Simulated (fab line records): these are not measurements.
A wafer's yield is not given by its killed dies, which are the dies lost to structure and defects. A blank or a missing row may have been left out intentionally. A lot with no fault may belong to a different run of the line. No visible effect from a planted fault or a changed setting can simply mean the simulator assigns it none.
fab line records	flow n5Finfet
record: lots: 4	wafers: 12	lastDay: 16
route steps=1938 shown BEOL_M0_SAQP@681 BEOL_M0_CUTY@701 BEOL_M4@1111 PASSIVATION@1936
lots that met no fault: from a run of the same line without faults
startH: hours from the record's first day to the start of the lot's first wafer shown	waitH: how many hours have passed since the lot's step before this one	" as in the row above	L1.1+2: a row that stands for several wafers	- no value, or no start given	* or withheld: withheld	< > ~ a bound
route shown NAME@n: NAME is a module with steps in the file, n the number in the route of the first one	usual: mean/standard deviation of fault-free wafers	same: alike in all rows	chamber/n: place in a boat	sites: per-site readings	_std_site: standard deviation of those values	_edge_site: the outer-site mean with the inner-site mean subtracted	radiusMm: for every site, how far away it sits from the centre of the wafer	mask NAME#n: copy n	behind: the last tool/chamber to shape the wafer	hold: reason for holding the lot/hours on hold/outcome of the hold	device: names the non-switching transistor (n, p or np)	end of line: the tests these same wafers got at the end of their route	a step given without rows: its recipe and nothing more	killed: at the first sort, the dies lost to defects and structure; wafer yield is something else	map: per-die view of a wafer (x killed, . not killed, _ where there is no die)
set.NAME: setting as actually run; set.NAME@STEP: the setting as run at that earlier step	model.NAME: the simulator's own value behind a step, which no gauge read
a table for each step, a row for each wafer; lots at some steps of the route
services: a tool's chamber out of use, with start hour (startH, from the record's first day; less than 0 if before it), hours out, and reason
== steps ==
step: N5_BEOL_M0_SAQP_COAT_72
recipe: resist: SiARC	tempC: 220	timeS: 60	spinRpm: 1500	resistThkNm: 15
step: N5_BEOL_M0_SAQP_COAT_87
recipe: resist: underlayer	tempC: 205	timeS: 60	spinRpm: 1500	resistThkNm: 5
step: N5_BEOL_M0_SAQP_COAT_34
recipe: resist: CAR-EUV	spinRpm: 1500	resistThkNm: 30
step: N5_BEOL_M0_SAQP_EBR_36
recipe: solvent: PGMEA	ebrWidthMm: 1.5
step: N5_BEOL_M0_SAQP_SOFTBAKE_35
recipe: tempC: 110	timeS: 60	resist: CAR-EUV
step: N5_BEOL_M0_SAQP_EXPOSE_37
recipe: maskId: M0_CUT1	na: 0.33	sourceShape: annular	sigmaInner: 0.35	sigmaOuter: 0.8	polarization: unpolarized	targetCdNm: 30	doseMj: 44.75
step: N5_BEOL_M0_SAQP_PEB_38
recipe: pebTempC: 100	pebTimeS: 60	resist: CAR-EUV
step: N5_BEOL_M0_SAQP_DEVELOP_39
recipe: developTimeS: 30	developer: TMAH	resist: CAR-EUV	rinseLiquid: surfactantRinse	dry: airSpin	devTempC: 23
step: N5_BEOL_M0_SAQP_DESCUM_45
recipe: chemistry: O2	timeS: 7	sourcePowerW: 50	biasPowerW: 20	pressureMtorr: 20	rfFrequencyHz: 2.712e+07	tempC: 40	resist: CAR-EUV	o2FlowSccm: 225
step: N5_BEOL_M0_SAQP_ETCH_88
recipe: chemistry: N2/H2	target: underlayer	targetDepthA: 65	timeS: 5.2	ionEnergyEv: 200	maskMaterial: CAR-EUV	pressureMtorr: 30	sourceW: 840	biasW: 150	n2FlowSccm: 200	h2FlowSccm: 200	ends: cleared
usual: biasW: 149.9/0.45	drypumpMotorCurrentA: 5.5/0.47	etchRfOnTimeS: 5.18/0.14	oesProductAu: 0.67/0.095	rfVppV: 523.9/2.9	showerheadPlenumPTorr: 2.53/0.089	throttleValvePct: 17.7/0.37
lot.wafer	tool	chamber	startH	waitH	biasW	drypumpMotorCurrentA	etchRfOnTimeS	oesProductAu	rfHoursCounterH	rfVppV	showerheadPlenumPTorr	throttleValvePct
L461.1	rieDiel-05	3	131.45	0.0	150.2	5.0	5.06	0.59	234	522.2	2.50	17.6
L461.3	"	1	"	"	150.1	5.8	5.49	0.59	222	520.1	2.43	18.0
L461.6	"	1	"	"	150.8	5.8	5.49	0.60	-	520.2	2.43	18.0
L475.2	rieDiel-05	3	216.41	0.0	150.5	5.0	4.98	0.84	3	522.8	2.49	17.1
L475.3	"	2	"	"	150.0	5.7	5.30	0.55	250	527.0	2.60	17.5
L475.6	"	3	"	"	149.6	5.0	5.01	0.85	-	521.9	2.49	17.1
L476.2	rieDiel-03	1	222.24	0.0	149.9	4.9	5.17	0.71	61	528.7	2.69	18.2
L476.4	"	2	"	"	150.2	6.6	5.15	0.65	171	526.7	2.62	17.7
L476.5	"	0	"	"	150.1	5.7	5.00	0.85	-	525.6	2.49	17.7
L478.3	rieDiel-05	2	231.20	0.0	149.3	5.8	5.21	0.56	256	523.3	2.59	17.4
L478.4	"	0	"	"	149.6	5.5	5.18	0.74	-	524.7	2.56	17.2
L478.5	"	3	"	"	149.7	5.0	4.98	0.84	-	523.5	2.49	17.1
step: N5_BEOL_M0_SAQP_ETCH_73
recipe: chemistry: CF4	target: SiARC	targetDepthA: 195	maskMaterial: CAR-EUV	timeS: 32.5	ionEnergyEv: 80	pressureMtorr: 40	sourceW: 545	biasW: 36	Ar_flow_sccm: 100	cf4FlowSccm: 100	ends: cleared
step: N5_BEOL_M0_SAQP_CUT_ETCH_46
recipe: chemistry: N2/H2	target: SOC	targetDepthA: 1350	overetchA: 270	tempC: 40	timeS: 202.5	ionEnergyEv: 200	maskMaterial: SiARC	pressureMtorr: 30	sourceW: 840	biasW: 150	n2FlowSccm: 200	h2FlowSccm: 200
step: N5_BEOL_M0_SAQP_STRIP_74
recipe: chemistry: N2/H2	tempC: 40	n2FlowSccm: 200	h2FlowSccm: 200	rfFrequencyHz: 6e+07
step: N5_BEOL_M0_SAQP_STRIP_89
recipe: chemistry: N2/H2	tempC: 40	n2FlowSccm: 200	h2FlowSccm: 200	rfFrequencyHz: 6e+07
step: N5_BEOL_M0_SAQP_ALD_48
recipe: material: SiO2	targetThkA: 200	tempC: 100	aldPrecursorFamily: BDEAS	aldCoReactant: O2-plasma	pulseTimeS: 1	coReactantPulseTimeS: 1	purgeTimeS: 2	coReactantPurgeTimeS: 2	aldCycles: 139	pressureTorr: 2
step: N5_BEOL_M0_SAQP_ETCH_49
recipe: chemistry: CF4/O2	targetDepthA: 370	target: SiO2	pressureMtorr: 40	sourceW: 535	biasW: 49	Ar_flow_sccm: 100	cf4FlowSccm: 100	O2_flow_sccm: 10	ionEnergyEv: 100
step: N5_BEOL_M0_SAQP_STRIP_75
recipe: chemistry: CF4	resist: SiARC	powerW: 300	biasPowerW: 75	pressureMtorr: 50	cf4FlowSccm: 150	rfFrequencyHz: 6e+07
step: N5_BEOL_M0_CUTY_COAT_50
recipe: resist: SiARC	tempC: 220	timeS: 60	spinRpm: 1500	resistThkNm: 15
step: N5_BEOL_M0_CUTY_COAT_51
recipe: resist: CAR-ArF-block	spinRpm: 1500	resistThkNm: 150
step: N5_BEOL_M0_CUTY_EBR_52
recipe: solvent: PGMEA	ebrWidthMm: 1.5
step: N5_BEOL_M0_CUTY_SOFTBAKE_53
recipe: tempC: 110	timeS: 60	resist: CAR-ArF-block
step: N5_BEOL_M0_CUTY_EXPOSE_54
recipe: maskId: M0_ABLK	na: 1.35	sourceShape: conventional	sigmaOuter: 0.8	polarization: unpolarized	doseMj: 36
step: N5_BEOL_M0_CUTY_PEB_55
recipe: pebTempC: 110	pebTimeS: 60	resist: CAR-ArF-block
step: N5_BEOL_M0_CUTY_DEVELOP_56
recipe: developTimeS: 30	developer: TMAH	resist: CAR-ArF-block	rinseLiquid: diw	dry: airSpin	devTempC: 23
step: N5_BEOL_M0_CUTY_INSPECT_59
recipe: mode: adi	inspectInstrument: macro
usual: rawDefectCount: 2.0/1.5
lot.wafer	tool	chamber	startH	waitH	rawDefectCount
L461.1	defectInspect-01	-	132.83	0.0	1
L461.3	"	-	"	"	4
L461.6	"	-	"	"	3
L475.2	defectInspect-01	-	217.82	0.0	>300
L475.3	"	-	"	"	2
L475.6	"	-	"	"	>300
L476.2	defectInspect-02	-	223.44	0.0	2
L476.4	"	-	"	"	0
L476.5	"	-	"	"	2
L478.3	defectInspect-01	-	232.40	0.0	4
L478.4	"	-	"	"	2
L478.5	"	-	"	"	>300
step: N5_BEOL_M0_CUTY_DESCUM_61
recipe: chemistry: O2	timeS: 7.9	sourcePowerW: 50	biasPowerW: 20	pressureMtorr: 20	rfFrequencyHz: 2.712e+07	tempC: 40	resist: CAR-ArF-block	o2FlowSccm: 225
step: N5_BEOL_M4_RC_MEAS_101
usual: DIBL_N: 36.1/1.5	DIBL_P: 36.1/1.9	IOFF_N: 0.159/0.029	IOFF_P: 0.21/0.038	ION_N: 675/11	ION_P: 464/8.1	SS_N: 71.5/0.57	SS_P: 73.3/0.64	VT_N: 249/3.1	VT_P: -250/3.8
lot.wafer	tool	chamber	startH	waitH	DIBL_N[mV/V]	DIBL_P[mV/V]	IOFF_N[nA/um]	IOFF_P[nA/um]	ION_N[uA/um]	ION_P[uA/um]	SS_N[mV/dec]	SS_P[mV/dec]	VT_N[mV]	VT_P[mV]
L461.1	prober-01	0	177.38	0.0	39.6	37.8	0.197	0.25	674	466	72.4	73.6	247	-246
L461.3	"	0	"	"	38.7	38.8	0.193	0.27	679	469	71.7	73.3	247	-245
L461.6	"	0	"	"	35.5	33.8	0.126	0.18	653	450	71.8	72.7	254	-250
L475.2	prober-01	0	269.68	0.2	38.5	38.9	0.187	0.21	665	456	72.4	73.6	249	-254
L475.3	"	0	"	"	36.2	37.3	0.151	0.18	662	446	71.6	72.8	254	-256
L475.6	"	0	"	"	37.5	38.5	0.180	0.20	678	460	72.7	73.3	248	-253
L476.2	prober-01	0	274.21	0.2	34.7	36.8	0.152	0.21	679	465	71.5	73.2	249	-249
L476.4	"	0	"	"	37.4	40.7	0.218	0.29	696	479	72.7	74.3	245	-247
L476.5	"	0	"	"	35.5	37.2	0.162	0.22	684	468	71.3	72.6	248	-247
L478.3	prober-01	0	281.61	0.3	36.0	36.2	0.162	0.25	686	475	71.7	72.9	249	-242
L478.4	"	0	"	"	34.5	34.2	0.131	0.21	674	467	71.0	71.9	248	-245
L478.5	"	0	"	"	35.5	35.1	0.150	0.23	684	477	72.2	73.2	251	-246
step: N5_PASSIVATION_PROBE_49
usual: defectLimitedYield: 91.5/1.6	killed_at_M0_to_M3: 33/10	killed_at_M4_up: 13/5.6	killedAtContacts: 13/6	killedAtFrontEnd: 39/12	killedAtOther: 3.0/2.8	killedDies: 101/19	killedOnRim: 13/4	killedOpen: 65/13	killedShort: 32/8.3	sort_bin_5_function: 5.0/1	sort_bin_6_memory: 3.1/0.69	sortNPass: 1079/19	sortYieldPct: 91.5/1.6
same: grossDies: 1180	killedAtBackSide: 0	sort_bin_4_leakage[%]: 0	sort_bin_8_speed[%]: 0
lot.wafer	tool	chamber	startH	waitH	defectLimitedYield[%]	killed_at_M0_to_M3	killed_at_M4_up	killedAtContacts	killedAtFrontEnd	killedAtOther	killedDies	killedOnRim	killedOpen	killedShort	sort_bin_5_function[%]	sort_bin_6_memory[%]	sortNPass	sortYieldPct[%]
L478.5	prober-02	-	380.79	0.2	79.9	178	11	11	32	5	237	33	57	30	12.5	3.9	943	79.9
L475.2	prober-02	-	389.54	0.1	83.4	147	12	9	28	0	196	29	43	21	9.3	2.7	984	83.4
L475.6	prober-02	-	389.74	0.3	81.9	168	11	14	21	0	214	23	44	21	10.2	3.7	966	81.9
killed by level:class
L478.5 BEOL_M0_SAQP:unspecified=149 MOL_CONTACT_COAG:geometricParticle:open=9 DUMMY_GATE:geometricParticle:open=7 GATE_CUT:geometricParticle:short=6 BEOL_M4:geometricParticle:open=6 BEOL_M0_SAQP:geometricParticle:short=5 BEOL_M1:geometricParticle:open=5 BEOL_M3:geometricParticle:open=5
L475.2 BEOL_M0_SAQP:unspecified=129 MOL_CONTACT_COAG:geometricParticle:open=6 BEOL_M0_SAQP:geometricParticle:open=6 BEOL_M3:geometricParticle:open=6 GATE_CUT:geometricParticle:short=5 FIN_CUT:geometricParticle:open=4 BEOL_M0_SAQP:geometricParticle:short=4 STARTING-WAFER:geometricParticle:short=4
L475.6 BEOL_M0_SAQP:unspecified=148 MOL_CONTACT_COAG:geometricParticle:open=11 BEOL_M3:geometricParticle:open=6 BEOL_M4:geometricParticle:open=4 BEOL_M0_SAQP:geometricParticle:open=4 DUMMY_GATE:geometricParticle:short=3 GATE_CUT:geometricParticle:short=3 MOL_CONTACT_COAG:geometricParticle:short=3
map L475.6 (x killed, . not)
_________________.......x....________________
______________........xx........_____________
___________.......x.xx..........x..__________
__________...........x....x........x_________
________......x......................._______
_______............x......x...x........______
______..x.x.........x................x.._____
_____x..............x....x...............____
____...........x..............x.........x.___
___..........x.......x......x..............__
___...............x........x..........x....__
__................................x........._
__.xx......................................._
_.........x..................................
_.............x..............x...............
_............................................
_...................x.......x..x.x...........
_..................x...................x.....
_............................................
_....x.x....................x.........x....x.
_.x..........x....................x.x........
__.........................x..x............._
__..................x...xx.xx.x.........x..._
___............xxx...x.xxxx.x..x.x.........__
___.........x......x.xxxxxxxxxx.x..........__
____...x...........xxxxxxxxxxxxxxx..x.....___
_____..............xxxxxxxxxxxxxxx.......____
______.........x...xxxxxxxxxxxxxx......._____
_______...........x.xxxxxxxxxxxxx.x....______
________....x......xxxxxxxxxxxxxx.x..._______
__________.........xxxxxxxxxxxxxxxx._________
___________......x..xxxxxxxxxxxxx.x__________
______________...x..xxxxxxxxxxxx_____________
_________________....xxxxxxxx________________
map L478.5 (x killed, . not)
_________________x...x.......________________
______________xx........x......x_____________
___________xx..x..........x........__________
__________.............x............_________
________..x...........x......xx..x..x._______
_______..........x.....x...............______
______...x..............x..............._____
_____.........x..........................____
____....x.x...........................x.x.___
___............x.............x......x..x..x__
___.....................x...............x..__
__............x....x.............x.........._
__........xx................................_
_...................xx.....x.......x...x..x.x
_...........x...........x....................
_........x.........................xx.x......
_..............x.............................
_..xx...........................x.x...xx.....
_............x.....................x.........
_..........x.....x....x...................x..
_.x..................x....................x.x
__.x..........x................x.x...x......_
__x...................x..xxx.x.............._
___..............x...xxxxxxxxx.............__
___...............x.xxxxxxxxxxx........x.x.__
____....x...x.....x.xxxxxxxxxxx.x.........___
_____..........xx.x.xxxxxxxxxxxxxx.......____
______.............xxxxxxxxxxxxxx.x....._____
_______.x.....x...xxxxxxxxxxxxxxx.....x______
________.......x...xxxxxxxxxxxxxx.x..._______
__________.......xxxxxxxxxxxxxxxx..x_________
___________.......xxxxxxxxxxxxxxx..__________
______________.....xxxxxxxxxxxxx_____________
_________________x...xxx.xxxx________________
== services ==
tool	chamber	startH	hours	kind
rieDiel-03	3	162.99	-	clean
rieDiel-03	3	162.99	-	consumableReplace:focusRing
rieDiel-03	3	162.99	17.8	scheduledDown
rieDiel-03	3	162.99	17.8	ventCycle
rieDiel-05	3	180.01	-	clean
rieDiel-05	3	180.01	-	consumableReplace:focusRing
rieDiel-05	3	180.01	23.3	scheduledDown
rieDiel-05	3	180.01	23.3	ventCycle
rieDiel-03	0	193.33	-	clean
rieDiel-03	0	193.33	-	consumableReplace:focusRing
rieDiel-03	0	193.33	26.6	scheduledDown
rieDiel-03	0	193.33	26.6	ventCycle
rieDiel-05	1	212.43	-	clean
rieDiel-05	1	212.43	-	consumableReplace:focusRing
rieDiel-05	1	212.43	-	consumableReplace:showerhead
rieDiel-05	1	212.43	30.8	scheduledDown
rieDiel-05	1	212.43	30.8	ventCycle
== key ==
firstSign: step: N5_BEOL_M0_CUTY_INSPECT_59	reading: rawDefectCount	direction: up	sigmas: 99+	usual: 2.0	struck: >300
effect: step: N5_PASSIVATION_PROBE_49	reading: killed_at_M0_to_M3	direction: up	sigmas: 13	usual: 33	struck: 164
moreKillsBornAt: N5_BEOL_M0_SAQP_ETCH_88@rieDiel-05: 426
metAt N5_BEOL_M0_SAQP_ETCH_88
struckWafers L475.2,L475.6,L478.5
onsetBetween 131.45 216.41
fault: kind: chamberParticleSource	tool: rieDiel-05	chamber: 3	onsetH: 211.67	steps: N5_BEOL_M0_SAQP_ETCH_88	ratePerVisitCm2: 2.1023	endH: 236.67
